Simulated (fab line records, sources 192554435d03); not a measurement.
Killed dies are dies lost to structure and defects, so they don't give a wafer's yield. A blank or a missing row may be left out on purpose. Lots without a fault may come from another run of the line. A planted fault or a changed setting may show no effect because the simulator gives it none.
Chamber matching | flow n5_finfet | N5_BEOL_M11_VIA_ETCH_34 on rie_diel-01: 4 sister chambers
The step etches SiCOH lowk in C4F6/O2, target depth 184.5 nm, time 69.2 s. 4 wafers are shown with their chamber, then 12 later ones without.

WAFERS WITH THEIR CHAMBER
wafer  | chamber | showerhead_plenum_p_Torr (Torr)
L087.5 | 2       | 2.81
L089.1 | 0       | 2.99
L091.4 | 3       | 2.87
L091.5 | 1       | 2.99

WAFERS WITHOUT THEIR CHAMBER
wafer  | showerhead_plenum_p_Torr (Torr)
L093.1 | 2.80
L093.3 | 2.87
L093.6 | 2.98
L095.3 | 2.98
L095.4 | 2.87
L095.5 | 2.98
L094.2 | 2.86
L094.3 | 2.98
L094.5 | 2.98
L097.1 | 2.80
L097.2 | 2.98
L097.3 | 2.98

WHICH CHAMBER EACH WENT THROUGH
wafer  | from the rows above     | in truth
L093.1 | 2                       | 2
L093.3 | 3                       | 3
L093.6 | can't be placed: 0 or 1 | 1
L095.3 | can't be placed: 0 or 1 | 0
L095.4 | 3                       | 3
L095.5 | can't be placed: 0 or 1 | 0
L094.2 | 3                       | 3
L094.3 | can't be placed: 0 or 1 | 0
L094.5 | can't be placed: 0 or 1 | 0
L097.1 | 2                       | 2
L097.2 | can't be placed: 0 or 1 | 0
L097.3 | can't be placed: 0 or 1 | 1
Placed correctly: 5 of 12. Can't be placed from these rows: 7 (the true chamber is among the candidates in 7). Placed wrongly: 0.
How it was worked out, from the rows above alone: a wafer's distance from a chamber is the root of the sum, over the readings, of the square of ((its reading less the chamber's mean) divided by the reading's scatter). The wafer belongs to the nearest chamber; if the next one is less than 2 further off, it can't be placed. A chamber's mean is the mean of its shown wafers. The scatter: with one shown wafer a chamber, the root of the mean of the squares of how far each hidden wafer lies from its nearest shown one.
